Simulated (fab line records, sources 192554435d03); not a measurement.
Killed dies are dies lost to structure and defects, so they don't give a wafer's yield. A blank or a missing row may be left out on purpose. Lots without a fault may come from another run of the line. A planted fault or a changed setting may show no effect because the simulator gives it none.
One fault seen from 2 desks | flow n5_finfet | each desk has only its own numbers; what lay behind them comes last

THE TOOL OWNER'S DESK: pvd_sputter-02
The tool's own readings at N5_BEOL_M14_SPUTTER_45 (material Cu, target thk 100 nm, time 16.67 s): means of the sampled wafers that have a number, for each lot that ran on this tool. A lot is out of limits, marked OUT, if its mean lies more than 4 standard deviations from the usual mean; the brackets give that distance.
Columns: A = cathode_dc_power_W at N5_BEOL_M14_SPUTTER_45, usual 26000 W; B = throttle_valve_pct at N5_BEOL_M14_SPUTTER_45, usual 30.0 %
lot  | first seen here | A                       | B
L234 | day 12 01:31    | 26002                   | 29.4
L235 | day 12 17:50    | 26000                   | 29.3
L237 | day 13 10:01    | 23737 (-99 or more) OUT | 28.9
L236 | day 13 10:41    | 23734 (-99 or more) OUT | 29.2
This desk's finding: out of limits on L236, L237; first on L237, day 13 10:01 (cathode_dc_power_W at N5_BEOL_M14_SPUTTER_45). In limits: L234, L235.

THE METROLOGY DESK
What the gauges read, lot by lot, whatever tool the lot ran on: means of the sampled wafers that have a number. A lot is out of limits, marked OUT, if its mean lies more than 4 standard deviations from the usual mean; the brackets give that distance.
Columns: A = M13_OVL at N5_BEOL_M13_OVL_MEAS_29, usual 2 nm
lot  | first seen here | A
L234 | day 11 16:53    | 4
L232 | day 11 18:47    | 3
L233 | day 11 19:16    | -2
L235 | day 12 07:09    | 3
L236 | day 12 07:11    | -3
L237 | day 12 07:34    | -3
L242 | day 13 19:17    | 2
L245 | day 14 15:15    | -1
L246 | day 15 05:27    | 7
L248 | day 15 18:38    | -5
L253 | day 18 03:25    | 3
L254 | day 18 03:35    | 6
L255 | day 18 03:58    | 4
This desk's finding: nothing out of limits on any of the 13 lots.

PUT TOGETHER
The tool owner's desk could have raised an alarm at day 13 10:01, on L236, L237.
The metrology desk saw nothing out of limits.
The metrology desk has L236, L237 on record, within its limits.
Of the lots named, all ran N5_BEOL_M14_SPUTTER_45 on pvd_sputter-02.

WHAT THE SIMULATOR HAD PUT IN
Process parameter drift: pvd_sputter-02, from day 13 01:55 on, at N5_BEOL_M14_SPUTTER_45. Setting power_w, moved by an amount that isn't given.
Lots struck among those shown: L236, L237.
Hours from the fault's start to each desk's first reading out of limits: the tool owner's desk, 8.
